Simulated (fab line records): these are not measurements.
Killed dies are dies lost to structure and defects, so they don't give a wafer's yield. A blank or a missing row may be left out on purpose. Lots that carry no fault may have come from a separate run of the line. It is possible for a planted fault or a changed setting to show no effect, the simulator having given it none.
fab line records    flow n5Finfet
[record] lots = 11  wafers = 27  lastDay = 18
route steps=1938 shown HKMG_FIN@442 BEOL_M4@1111 PASSIVATION@1936
lots untouched by any fault: they come from a run of this same line in which no faults occurred
startH: hours from the record's opening day to when the first of the lot's shown wafers began    waitH: hours from the lot's prior step to this one    " as in the row above    L1.1+2: several wafers, shown together as one row    - either no value or no given start    * or withheld: withheld    < > ~ a bound
route shown NAME@n: a module of which the file shows steps, and the number in the route of the first    usual: average and standard deviation across the fault-free wafers    same: alike in all rows    chamber/n: place in a boat    sites: per-site readings    _std_site: standard deviation across them    _edge_site: the outer-site mean with the inner-site mean subtracted    radiusMm: for every site, how far away it sits from the centre of the wafer    mask NAME#n: copy n    behind: the most recent tool/chamber to have shaped the wafer    hold: why the lot went on hold/how many hours it stayed there/how the hold came to an end    device: names the non-switching transistor (n, p or np)    end of line: the tests these same wafers got at the end of their route    for a step that has no rows: nothing shown but its recipe    killed: not the wafer's yield, but the dies lost to structure and defects at the first sort    map: dies across one wafer; x = killed, . = not, _ = none there
set.NAME: the setting that was run; set.NAME@STEP: the one run at that earlier step    model.NAME: the simulator's own value behind a step, which no gauge read
one table for each step of the route and one row for each wafer, over a sample of lots
services: a tool's chamber out of use, with start hour (startH, from the record's first day; less than 0 if before it), hours out, and reason
[[steps]]
[step N5_HKMG_FIN_ALD_91]
[recipe] material = TiN  targetThkA = 10  tempC = 400  aldPrecursorFamily = TiCl4  aldCoReactant = NH3  pulseTimeS = 1  purgeTimeS = 3  coReactantPurgeTimeS = 2  coReactantPulseTimeS = 2  aldCycles = 47  pressureTorr = 3
[usual] aldCycles = 47/0  heaterPowerW = 919/130  precursorPulseHeightRel = 1.002/0.02
[same] coReactantPurgeTimeS = 2
lot.wafer  tool         chamber  startH  waitH  aldCycles  heaterPowerW  precursorPulseHeightRel
L557.1     aldMetal-01  1        82.14   0.3    47         1169          0.997
L557.2     "            3        "       "      47         815           1.015
L557.6     "            1        "       "      47         1142          1.005
L558.3     aldMetal-01  3        89.95   0.1    47         803           1.005
L558.6     "            3        "       "      47         826           1.014
L559.1     aldMetal-03  1        96.52   0.3    47         823           0.976
L559.5     "            3        "       "      47         820           1.004
L560.3     aldMetal-01  2        98.31   0.1    47         997           0.986
L560.5     "            0        "       "      47         834           1.008
L561.1     aldMetal-03  3        111.03  0.3    47         810           1.022
L561.4     "            0        "       "      47         1077          1.046
L561.6     "            2        "       "      47         720           0.997
L562.2     aldMetal-02  1        115.24  0.3    47         991           0.989
L562.5     "            0        "       "      47         867           0.976
L562.6     "            1        "       "      47         990           1.004
L567.1     aldMetal-01  0        144.56  0.3    47         823           1.019
L567.4     "            1        "       "      47         1177          1.017
L568.1     aldMetal-02  3        147.17  0.4    47         915           0.986
L568.2     "            2        "       "      47         873           0.973
L568.4     "            1        "       "      47         1005          1.003
L575.3     aldMetal-03  3        190.54  0.1    47         833           0.986
L575.5     "            0        "       "      47         1112          1.008
L576.1     aldMetal-03  1        197.58  0.3    47         830           1.035
L576.2     "            0        "       "      47         1088          1.023
L576.3     "            3        "       "      47         822           1.005
L577.3     aldMetal-03  0        201.74  0.1    47         1086          1.013
L577.5     "            0        "       "      47         1073          1.001
[step N5_HKMG_FIN_ETCHBACK_68]
[recipe] chemistry = Cl2/Ar  stopOn = HfO2  targetDepthA = 5  pressureMtorr = 10  icpW = 600  biasW = 60  Cl2_flow_sccm = 40  Ar_flow_sccm = 60
[usual] drypumpMotorCurrentA = 5.4/0.56  oesProductAu = 0.69/0.081  throttleValvePct = 20.75/0.16
lot.wafer  tool         chamber  startH  waitH  drypumpMotorCurrentA  oesProductAu  rfHoursCounterH  throttleValvePct
L557.1     rieMetal-01  0        83.84   0.0    4.8                   0.62          114              20.61
L557.2     "            1        "       "      5.8                   0.84          18               20.66
L557.6     "            1        "       "      5.8                   0.84          -                20.67
L558.3     rieMetal-01  0        91.64   0.1    4.8                   0.62          -                20.63
L558.6     "            1        "       "      5.9                   0.84          -                20.67
L559.1     rieMetal-01  1        98.24   0.0    5.8                   0.80          19               20.71
L559.5     "            0        "       "      4.8                   0.63          -                20.61
L560.3     rieMetal-03  1        100.00  0.1    4.9                   0.62          -                20.67
L560.5     "            1        "       "      4.9                   0.63          -                20.68
L561.1     rieMetal-03  1        112.86  0.0    4.9                   0.58          113              20.76
L561.4     "            1        "       "      4.9                   0.63          -                20.68
L561.6     "            1        "       "      4.9                   0.62          -                20.68
L562.2     rieMetal-01  1        116.87  0.0    5.8                   0.83          21               20.68
L562.5     "            1        "       "      5.8                   0.83          -                20.69
L562.6     "            0        "       "      4.8                   0.61          -                20.62
L567.1     rieMetal-01  1        146.19  0.0    5.9                   0.82          23               20.69
L567.4     "            1        "       "      5.9                   0.82          -                20.67
L568.1     rieMetal-01  1        148.80  0.0    5.8                   0.83          24               20.69
L568.2     "            0        "       "      4.8                   0.61          119              20.63
L568.4     "            0        "       "      4.8                   0.62          -                20.63
L575.3     rieMetal-02  0        192.23  0.1    5.8                   0.65          -                20.68
L575.5     "            0        "       "      5.7                   0.65          -                20.67
L576.1     rieMetal-03  0        199.27  0.0    6.2                   0.69          77               21.07
L576.2     "            1        "       "      4.9                   0.61          121              20.69
L576.3     "            0        "       "      6.2                   0.69          -                21.07
L577.3     rieMetal-02  1        203.47  0.1    5.5                   0.73          -                20.61
L577.5     "            1        "       "      5.5                   0.66          -                20.70
[step N5_HKMG_FIN_ALD_72]
[recipe] material = W  targetThkA = 20  tempC = 300  pressureTorr = 7.5  aldPrecursorFamily = WF6  aldCoReactant = B2H6  pulseTimeS = 1  purgeTimeS = 2  coReactantPurgeTimeS = 2  coReactantPulseTimeS = 3  aldCycles = 7
[usual] aldCycles = 7/0  heaterPowerW = 473/52  precursorPulseHeightRel = 1.001/0.022
[same] coReactantPurgeTimeS = 2
lot.wafer  tool     chamber  startH  waitH  aldCycles  heaterPowerW  precursorPulseHeightRel
L557.1     cvdW-01  1        84.73   0.2    7          404           1.014
L557.2     "        0        "       "      7          512           1.007
L557.6     "        1        "       "      7          410           0.989
L558.3     cvdW-02  1        92.51   0.2    7          525           0.992
L558.6     "        1        "       "      7          538           1.002
L559.1     cvdW-02  0        99.14   0.2    7          453           1.057
L559.5     "        0        "       "      7          450           0.982
L560.3     cvdW-01  1        100.86  0.2    7          408           1.050
L560.5     "        1        "       "      7          402           0.987
L561.1     cvdW-01  1        113.74  0.2    7          404           1.019
L561.4     "        1        "       "      7          401           0.987
L561.6     "        1        "       "      7          413           1.027
L562.2     cvdW-02  0        117.76  0.2    7          443           1.005
L562.5     "        0        "       "      7          439           0.995
L562.6     "        1        "       "      7          555           0.994
L567.1     cvdW-01  0        147.25  0.4    7          516           1.030
L567.4     "        1        "       "      7          401           1.014
L568.1     cvdW-01  0        149.69  0.2    7          516           1.023
L568.2     "        1        "       "      7          404           0.984
L568.4     "        0        "       "      7          523           0.963
L575.3     cvdW-01  0        193.12  0.2    5          520           0.990
L575.5     "        0        "       "      5          523           1.008
L576.1     cvdW-01  1        200.16  0.2    7          416           1.006
L576.2     "        0        "       "      7          513           0.978
L576.3     "        1        "       "      5          412           1.010
L577.3     cvdW-01  1        204.33  0.2    5          422           0.997
L577.5     "        1        "       "      5          412           1.001
[step N5_HKMG_FIN_INSPECT_28]
[recipe] inspectInstrument = darkfield  mode = postCmp
[usual] rawDefectCount = 39/15
lot.wafer  tool              chamber  startH  waitH  rawDefectCount
L557.1     defectInspect-01  -        85.61   0.0    72
L557.2     "                 -        "       "      86
L557.6     "                 -        "       "      74
L558.3     defectInspect-01  -        93.37   0.0    61
L558.6     "                 -        "       "      68
L559.1     defectInspect-02  -        100.03  0.0    45
L559.5     "                 -        "       "      60
L560.3     defectInspect-01  -        101.73  0.0    22
L560.5     "                 -        "       "      37
L561.1     defectInspect-02  -        114.63  0.0    38
L561.4     "                 -        "       "      29
L561.6     "                 -        "       "      43
L562.2     defectInspect-01  -        118.64  0.0    29
L562.5     "                 -        "       "      38
L562.6     "                 -        "       "      19
L567.1     defectInspect-01  -        148.13  0.0    24
L567.4     "                 -        "       "      29
L568.1     defectInspect-02  -        150.62  0.0    17
L568.2     "                 -        "       "      42
L568.4     "                 -        "       "      35
L575.3     defectInspect-01  -        193.98  0.0    38
L575.5     "                 -        "       "      15
L576.1     defectInspect-02  -        201.04  0.0    46
L576.2     "                 -        "       "      40
L576.3     "                 -        "       "      22
L577.3     defectInspect-02  -        205.20  0.0    43
L577.5     "                 -        "       "      70
[step N5_BEOL_M4_RC_MEAS_101]
[usual] DIBL_N = 36.5/1.9  DIBL_P = 36.4/2.2  IOFF_N = 0.17/0.034  IOFF_P = 0.21/0.036  ION_N = 678/12  ION_P = 462/7.1  SS_N = 71.7/0.61  SS_P = 73.4/0.71  VT_N = 249/3.5  VT_P = -251/3
lot.wafer  tool       chamber  startH  waitH  DIBL_N[mV/V]  DIBL_P[mV/V]  IOFF_N[nA/um]  IOFF_P[nA/um]  ION_N[uA/um]  ION_P[uA/um]  SS_N[mV/dec]  SS_P[mV/dec]  VT_N[mV]  VT_P[mV]
L557.1     prober-02  0        185.35  0.0    37.6          37.9          0.16           0.23           671           455           71.6          73.9          248       -250
L557.2     "          0        "       "      40.3          40.5          0.23           0.27           691           471           71.8          75.4          243       -247
L557.6     "          0        "       "      36.1          35.1          0.15           0.18           666           453           70.9          73.0          251       -253
L560.3     prober-01  0        193.03  0.3    34.2          34.7          0.15           0.20           675           464           70.5          72.9          249       -249
L560.5     "          0        "       "      34.4          34.6          0.15           0.20           676           471           70.9          73.6          250       -248
L558.3     prober-02  0        204.51  0.3    39.2          39.0          0.22           0.23           689           462           72.0          74.0          246       -252
L558.6     "          0        "       "      39.5          38.4          0.22           0.24           677           464           72.4          73.7          245       -252
L559.1     prober-01  0        208.65  0.0    32.0          31.3          0.11           0.16           660           462           70.6          72.4          256       -253
L559.5     "          0        "       "      36.2          37.0          0.19           0.25           694           475           71.7          73.5          246       -248
L561.1     prober-02  0        209.41  0.0    38.1          38.5          0.20           0.25           687           464           71.9          73.6          246       -249
L561.4     "          0        "       "      35.4          33.8          0.14           0.18           670           456           71.4          72.7          251       -252
L561.6     "          0        "       "      39.0          39.9          0.22           0.28           688           473           72.3          74.6          245       -248
L562.2     prober-01  0        213.71  0.2    38.0          36.3          0.18           0.21           679           458           71.9          73.6          250       -251
L562.5     "          0        "       "      38.1          36.2          0.17           0.19           669           453           72.0          73.5          252       -255
L562.6     "          0        "       "      36.9          36.1          0.16           0.21           676           461           71.0          73.4          248       -249
L567.1     prober-02  0        274.55  0.0    35.0          34.6          0.12           0.17           667           456           71.5          72.6          256       -254
L567.4     "          0        "       "      35.8          35.2          0.13           0.18           664           452           71.1          72.2          254       -252
L568.1     prober-01  0        276.51  0.0    38.7          36.9          0.17           0.20           686           460           71.9          73.5          248       -252
L568.2     "          0        "       "      37.4          35.4          0.15           0.18           657           455           71.2          73.8          254       -254
L568.4     "          0        "       "      39.8          39.0          0.20           0.24           690           466           72.5          74.3          249       -252
L575.3     prober-01  0        298.27  0.3    35.3          37.1          0.16           0.19           673           456           72.2          72.8          251       -254
L575.5     "          0        "       "      35.3          37.4          0.17           0.20           689           470           72.2          72.9          249       -252
L577.3     prober-01  0        308.34  0.5    36.0          37.6          0.16           0.18           665           449           71.5          73.1          250       -254
L577.5     "          0        "       "      35.6          37.0          0.16           0.19           686           466           71.1          73.4          248       -256
L576.1     prober-01  0        318.58  0.0    38.7          38.4          0.20           0.27           687           466           72.4          74.0          247       -246
L576.2     "          0        "       "      36.4          35.0          0.16           0.21           684           465           71.9          73.6          249       -250
L576.3     "          0        "       "      35.9          34.8          0.14           0.20           678           468           71.1          73.4          252       -253
[step N5_PASSIVATION_PROBE_49]
[usual] defectLimitedYield = 91.0/1.5  killed_at_M0_to_M3 = 35/11  killed_at_M4_up = 13/5  killedAtContacts = 12/5.9  killedAtFrontEnd = 42/13  killedAtOther = 3/3.2  killedDies = 106/18  killedOpen = 69/13  killedShort = 35/8.9  sort_bin_5_function = 5.2/0.95  sort_bin_6_memory = 3.3/0.71  sortNPass = 1074/18  sortYieldPct = 91.0/1.5
[same] grossDies = 1180  killedAtBackSide = 0  sort_bin_4_leakage[%] = 0  sort_bin_8_speed[%] = 0
lot.wafer  tool       chamber  startH  waitH  defectLimitedYield[%]  killed_at_M0_to_M3  killed_at_M4_up  killedAtContacts  killedAtFrontEnd  killedAtOther  killedDies  killedOpen  killedShort  sort_bin_5_function[%]  sort_bin_6_memory[%]  sortNPass  sortYieldPct[%]
L576.1     prober-02  -        434.13  0.0    90.9                   29                  16               4                 46                12             107         66          34           5.4                     3.0                   1073       90.9
L576.2     prober-02  -        434.18  0.1    91.9                   33                  15               5                 36                6              95          63          31           4.8                     2.7                   1085       91.9
L576.3     prober-02  -        434.23  0.1    91.3                   33                  11               11                40                8              103         64          38           5.6                     2.9                   1077       91.3
// killed by level:class
L576.1 FIN_SAQP:geometricParticle:open=12 GATE_CUT:geometricParticle:short=10 BEOL_M4:geometricParticle:open=10 BEOL_M0_SAQP:geometricParticle:short=8 STI_FIN_REVEAL:geometricParticle:open=7 BEOL_M0_SAQP:geometricParticle:open=6 PASS1_CAP:geometricParticle:open=6 HKMG_FIN:areaEtch=6
L576.2 STI_FIN_REVEAL:geometricParticle:open=13 BEOL_M4:geometricParticle:open=10 BEOL_M0_SAQP:geometricParticle:short=9 BEOL_M0_SAQP:geometricParticle:open=8 BEOL_M3:geometricParticle:open=7 FIN_SAQP:geometricParticle:short=5 MOL_CONTACT_COAG:geometricParticle:open=4 BEOL_M1:geometricParticle:open=4
L576.3 BEOL_M3:geometricParticle:open=10 STI_FIN_REVEAL:geometricParticle:open=9 BEOL_M0_SAQP:geometricParticle:short=9 FIN_SAQP:geometricParticle:open=7 MOL_CONTACT_COAG:geometricParticle:open=7 BEOL_M4:geometricParticle:open=7 BEOL_M0_SAQP:geometricParticle:open=6 FIN_SAQP:geometricParticle:short=5
[[services]]
tool         chamber  startH  hours  kind
rieMetal-02  -        58.96   0.4    repair
rieMetal-01  1        72.14   4.7    repair
rieMetal-03  1        93.27   4.2    repair
aldMetal-03  0        93.51   3.0    repair
aldMetal-03  3        103.73  3.1    repair
cvdW-02      -        112.02  2.7    repair
aldMetal-03  1        132.59  27.8   repair
aldMetal-01  3        139.18  7.2    repair
rieMetal-03  1        139.92  7.6    repair
aldMetal-03  0        142.20  16.5   repair
rieMetal-03  0        143.97  12.3   repair
rieMetal-01  -        188.36  28.1   pm
aldMetal-03  -        196.43  0.6    repair
[[key]]
[firstSign] step = N5_HKMG_FIN_ALD_72  reading = aldCycles  direction = down  sigmas = 99+  usual = *  struck = *
effect none on later readings
metAt N5_HKMG_FIN_ALD_72
struckLots L575,L576,L577
struckWafers L575.3,L575.5,L576.3,L577.3,L577.5
notActingAt N5_HKMG_FIN_ALD_91,N5_HKMG_FIN_ETCHBACK_68,N5_HKMG_FIN_INSPECT_28
onsetBetween 149.69 193.12
[fault] kind = processParameterDrift  tool = cvdW-01  chamber = -  onsetH = 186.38  steps = N5_HKMG_FIN_ALD_72  channel = aldCycles  offset = *  shape = step  endH = 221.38  scope = struckWafersOnly  stated = *
